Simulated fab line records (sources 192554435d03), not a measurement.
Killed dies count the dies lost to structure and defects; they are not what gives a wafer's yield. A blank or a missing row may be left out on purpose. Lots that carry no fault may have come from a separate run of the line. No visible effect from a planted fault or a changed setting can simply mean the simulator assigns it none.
Split-lot trial | flow n5-finfet | 7 lots, 39 wafers read, on a route of 1938 steps

## THE SPLIT
At N5_BEOL_M2_TRENCH_ETCH_37 (etches SiOC in C4F6/O2, target depth 55.555 nm, time 29.2 s), the setting target-depth-a was moved away from the recipe's 555.55 angstrom on 12 of the 39 wafers read, by -46.6% to +39.9%. For the rest of the wafers, this setting stayed at what the recipe calls for.

## FROM THE SPLIT TO THE READING: what the file shows between them, 2 steps
- N5_BEOL_M2_ETCH_41: etches SiCN in CH3F/O2, target depth 29.9 nm, time 52.5 s
- N5_BEOL_M2_STRIP_97: strips in N2/H2, time 10 s

## THE READING
trench-depth-nm, in nm, at N5_BEOL_M2_OCD_MEAS_38. A value of 55.7 nm with a standard deviation of 1.2 nm is what fault-free wafers of this fab line usually give.

wafer  | tool, chamber at the split | target-depth-a as run, angstrom | against the recipe | trench-depth-nm, nm | against lot-mates on the recipe
L075.1 | rie-diel-06, 3             | 749.8                           | +35.0%             | 74.3                | +19.3
L075.2 | rie-diel-06, 1             | 555.55                          | recipe             | 55.8                | -
L075.3 | rie-diel-06, 0             | 749.8                           | +35.0%             | 73.2                | +18.2
L075.4 | rie-diel-06, 2             | 749.8                           | +35.0%             | 71.7                | +16.7
L075.5 | rie-diel-06, 2             | 555.55                          | recipe             | 54.3                | -
L075.6 | rie-diel-06, 3             | 555.55                          | recipe             | 54.8                | -
L084.1 | rie-diel-05, 3             | 719.9                           | +29.6%             | 75.5                | +18.8
L084.2 | rie-diel-05, 0             | 555.55                          | recipe             | 56.4                | -
L084.3 | rie-diel-05, 2             | 719.9                           | +29.6%             | 72.9                | +16.2
L084.4 | rie-diel-05, 1             | 555.55                          | recipe             | 55.2                | -
L084.5 | rie-diel-05, 3             | 555.55                          | recipe             | 58.5                | -
L084.6 | rie-diel-05, 0             | 719.9                           | +29.6%             | 72.9                | +16.2
L087.1 | rie-diel-06, 1             | 555.55                          | recipe             | 56.0                | -
L087.2 | rie-diel-06, 2             | 555.55                          | recipe             | 55.3                | -
L087.3 | rie-diel-06, 3             | 555.55                          | recipe             | 55.1                | -
L087.4 | rie-diel-06, 1             | 555.55                          | recipe             | 55.9                | -
L087.5 | rie-diel-06, 3             | 555.55                          | recipe             | 55.0                | -
L087.6 | rie-diel-06, 2             | 555.55                          | recipe             | 55.1                | -
L091.1 | rie-diel-05, 2             | 555.55                          | recipe             | 55.9                | -
L091.2 | rie-diel-05, 1             | 777.3                           | +39.9%             | 78.1                | +21.6
L091.3 | rie-diel-05, 3             | 555.55                          | recipe             | 57.9                | -
L091.4 | rie-diel-05, 0             | 777.3                           | +39.9%             | 78.2                | +21.7
L091.5 | rie-diel-05, 3             | 777.3                           | +39.9%             | 81.5                | +25.0
L091.6 | rie-diel-05, 0             | 555.55                          | recipe             | 55.7                | -
L093.1 | rie-diel-06, 1             | 296.6                           | -46.6%             | 29.8                | -24.8
L093.2 | rie-diel-06, 0             | 555.55                          | recipe             | 54.9                | -
L093.3 | rie-diel-06, 2             | 555.55                          | recipe             | 54.6                | -
L093.4 | rie-diel-06, 1             | 296.6                           | -46.6%             | 29.8                | -24.8
L093.5 | rie-diel-06, 0             | 296.6                           | -46.6%             | 30.0                | -24.6
L093.6 | rie-diel-06, 2             | 555.55                          | recipe             | 54.3                | -
L095.1 | rie-diel-03, 0             | 555.55                          | recipe             | 55.5                | -
L095.2 | rie-diel-03, 2             | 555.55                          | recipe             | 55.5                | -
L095.3 | rie-diel-03, 1             | 555.55                          | recipe             | 55.5                | -
L095.4 | rie-diel-03, 3             | 555.55                          | recipe             | 55.6                | -
L095.5 | rie-diel-03, 3             | 555.55                          | recipe             | 55.8                | -
L095.6 | rie-diel-03, 0             | 555.55                          | recipe             | 55.5                | -
L097.1 | rie-diel-03, 2             | 555.55                          | recipe             | 56.1                | -
L097.4 | rie-diel-03, 1             | 555.55                          | recipe             | 56.8                | -
L097.5 | rie-diel-03, 3             | 555.55                          | recipe             | 56.1                | -

FIT RESULTS
A straight line over all 39 wafers: trench-depth-nm changes by +0.56 nm for each +1% of target-depth-a; r = +0.99; the points scatter about the line by 1.3 nm.
The same after taking each lot's own level away (the mean of its wafers on the recipe; 39 wafers): +0.544 nm for each +1%; r = +1.00; scatter 0.98 nm.
According to that fit, moving target-depth-a by its largest amount changes the reading by 25 nm.
The lots' own levels span 54.60 to 56.70 nm, that is 1.7 times the standard deviation above.
Hence the lot-to-lot level has little effect on the slope; both slopes agree.
Check: -25.3 nm against its lot-mates is what the line predicts for one of the wafers moved furthest among these (-46.6%) when that wafer is left out of the fit. It came out at -24.8 nm against them.

## THESE WAFERS: OTHER SPLITS
Before the reading, these wafers also passed through other splits. Each is held against what the fit with the lots' levels taken away leaves over:
other split on the same wafers             | wafers away from the commonest value | r with trench-depth-nm (lot level and that fit taken away)
N5_FIN_SAQP_MANDREL_ETCH_22 target-depth-a | 6                                    | -0.07
N5_DUMMY_GATE_DESCUM_20 time-s             | 9                                    | +0.13
N5_BEOL_M0_SAQP_CUT_ETCH_46 time-s         | 12                                   | -0.14

## THE WHOLE CHAIN: every reading that the file lists as answering this split, in the file's order
step                      | what it does                                                  | reading                                                                          | change (the file's fit)                | r (the file's)
N5_BEOL_M2_TRENCH_ETCH_37 | etches SiOC in C4F6/O2, target depth 55.555 nm, time 29.2 s   | etch.depth-nm (the simulator's own value, which no gauge read)                   | +0.545 nm for each +1% of the setting  | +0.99
N5_BEOL_M2_TRENCH_ETCH_37 | etches SiOC in C4F6/O2, target depth 55.555 nm, time 29.2 s   | BEOL_M2.feature-depth-nm (the simulator's own value, which no gauge read)        | +0.544 nm for each +1% of the setting  | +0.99
N5_BEOL_M2_TRENCH_ETCH_37 | etches SiOC in C4F6/O2, target depth 55.555 nm, time 29.2 s   | TiN_of_BEOL_M2_HM_DEP_02.thk-nm (the simulator's own value, which no gauge read) | -0.0243 nm for each +1% of the setting | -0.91
N5_BEOL_M2_OCD_MEAS_38    |                                                               | trench-depth-nm                                                                  | +0.545 nm for each +1% of the setting  | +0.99
N5_BEOL_M2_CMP_52         | polishes, stops on SiOC, t overpolish 6.8 s, target thk 40 nm | Cu_of_BEOL_M2_ECD_50.thk-nm (the simulator's own value, which no gauge read)     | +0.554 nm for each +1% of the setting  | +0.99

## THE FILE'S OWN FIT
trench-depth-nm changes by +0.545 nm for each +1% of target-depth-a, r = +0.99.
